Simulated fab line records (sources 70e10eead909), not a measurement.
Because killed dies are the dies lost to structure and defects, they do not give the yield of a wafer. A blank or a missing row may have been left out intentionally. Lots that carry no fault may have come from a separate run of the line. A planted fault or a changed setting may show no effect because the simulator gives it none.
A struck lot beside a sound one || flow nand-harc || 21 steps out of a route of 1302
Sound: these wafers, L786.1, L786.2, L786.4. The struck wafers were L796.1, L796.3, L796.4. The cause comes at the end.
For every step that has rows: the tool of each side, followed by ch and its chambers, followed by its first start. Under that, the readings that differ: sound wafers || struck wafers || difference of the means || sigmas: that difference in standard deviations of wafers without a fault.
alike: same words and numbers on both sides, and readings whose means sit less than 2 such deviations apart. not compared: any withheld reading, any reading some wafer has no value for, any bound like >300 that may hide the same value, and any number with overlapping values for which the record gives no deviation.
Wherever a step has rows on one side only, a row that says differs or no value, or a row with sigmas, the two part there. Non-overlapping numbers with no deviation appear without sigmas and do not part them. Lack of a reading on every wafer of one side parts them only where that side has two or more wafers.

NHARC_P_CONTACT_CVD_23: deposits W, target thk 200 nm, time 557 s.
  sound on cvd-w-01 ch 0,1; struck on cvd-w-02 ch 0,1
  alike: heater-power-w, mfc-ar-sccm, mfc-wf6-sccm, throttle-valve-pct
NHARC_P_CONTACT_CMP_24: polishes, t overpolish 30 s, target thk 200 nm.
  sound on cmp-03 ch 0,1,2, day 9 09:32; struck on cmp-03 ch 0,1,2, day 12 23:19
  alike: motor-current-A, overpolish-run-s, time-to-endpoint-s
next, for these wafers, 1 step has no rows: NHARC_P_CONTACT_SRD_26.
NHARC_P_CONTACT_INSPECT_27:
  sound: defect-inspect-02 at day 9 09:56; struck: defect-inspect-02 at day 12 23:44
  alike: raw-defect-count
then, 7 steps without rows for these wafers: NHARC_P_M0_DEP_00 (deposits SiOC, target thk 150 nm); NHARC_P_M0_DEHYDRATE_01 (time 120 s); NHARC_P_M0_HMDS_02 (time 30 s); NHARC_P_M0_COAT_33 (time 65 s); NHARC_P_M0_COAT_03 (resist thk 90 nm); NHARC_P_M0_SOFTBAKE_04 (time 55 s); NHARC_P_M0_EBR_05.
NHARC_P_M0_EXPOSE_06: exposes mask P M0, target cd 90 nm.
  sound on arfi-scanner-02 ch 0, day 9 10:41; struck on arfi-scanner-02 ch 0, day 13 00:22
{"reading": "exposure-dose-mJ-cm2", "sound": "81.22 81.31 81.32", "struck": "56.57 56.73 56.49", "difference": -24.69, "sigmas": "-99 or more"}
  alike: mask
then, 2 steps without rows for these wafers: NHARC_P_M0_PEB_07 (peb time 65 s); NHARC_P_M0_DEVELOP_08 (develop time 35 s).
NHARC_P_M0_CD_MEAS_09: the cd target is 90 nm.
  sound on cd-sem-01 ch 0, day 9 10:50; struck on cd-sem-01 ch 0, day 13 00:31
{"reading": "cd-nm (nm)", "sound": "89.7 89.3 89.3", "struck": "68.0 67.8 67.6", "difference": -21.6, "sigmas": -49}
NHARC_P_M0_OVL_MEAS_10: pitch 180 nm.
  sound: overlay-01 at day 9 10:55; struck: overlay-01 at day 13 00:36
{"reading": "overlay-y-nm (nm)", "sound": "-0.8 -1.2 -0.9", "struck": "1.2 1.1 0.6", "difference": "+1.9", "sigmas": "+2"}
  alike: overlay-x-nm
NHARC_P_M0_INSPECT_11:
  sound: defect-inspect-02 at day 9 10:58; struck: defect-inspect-01 at day 13 00:38
  alike: raw-defect-count
NHARC_P_M0_DESCUM_14: chemistry O2, time 3 s.
  sound on rie-diel-03 ch 0,2,3, day 9 11:02; struck on rie-diel-11 ch 0,1,3, day 13 00:41
{"reading": "model.P_M0.cd-nm (nm)", "sound": "89.57 89.43 88.49", "struck": "67.55 67.51 68.27", "difference": -21.39, "sigmas": ""}
  alike: drypump-motor-current-A, mfc-ar-sccm, oes-product-au, rf-vpp-V, showerhead-plenum-p-Torr, throttle-valve-pct
  not compared: rf-hours-counter-h
NHARC_P_M0_ETCH_34: etches the open film in N2/H2, target depth 40 nm, overetch 12 nm, time 43.94 s.
  sound on rie-diel-03 ch 2,3, day 9 11:07; struck on rie-diel-11 ch 0,2,3, day 13 01:15
  alike: drypump-motor-current-A, h2-flow-sccm, mfc-ar-sccm, n2-flow-sccm, oes-product-au, rf-vpp-V, showerhead-plenum-p-Torr, throttle-valve-pct
  not compared: rf-hours-counter-h
NHARC_P_M0_ETCH_15: etches the open film in C4F8/Ar, target depth 150 nm, overetch 15 nm, time 82.5 s.
  sound on rie-diel-03 ch 0,3; struck on rie-diel-11 ch 0,2,3
{"reading": "oes-product-au (a.u.)", "sound": "0.963 0.973 0.966", "struck": "0.933 0.931 0.929", "difference": -0.036, "sigmas": -2}
{"reading": "model.P_M0.cd-nm (nm)", "sound": "89.75 89.23 88.34", "struck": "67.25 67.44 68.04", "difference": -21.53, "sigmas": ""}
  alike: rf-vpp-V
  not compared: rf-hours-counter-h
NHARC_P_M0_CD_MEAS_16:
  sound: cd-sem-03 at day 9 11:22; struck: cd-sem-03 at day 13 01:28
{"reading": "cd-nm (nm)", "sound": "89.8 89.4 88.5", "struck": "67.1 67.1 68.1", "difference": -21.8, "sigmas": -40}

## WHERE THEY PART
Last at NHARC_P_M0_CD_MEAS_16 as far as this record goes, first at NHARC_P_M0_EXPOSE_06.

WHY: whatever the simulator had introduced
Process parameters drifting: arfi-scanner-02 at NHARC_P_M0_EXPOSE_06, beginning at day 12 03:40. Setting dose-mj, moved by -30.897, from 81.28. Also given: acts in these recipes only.
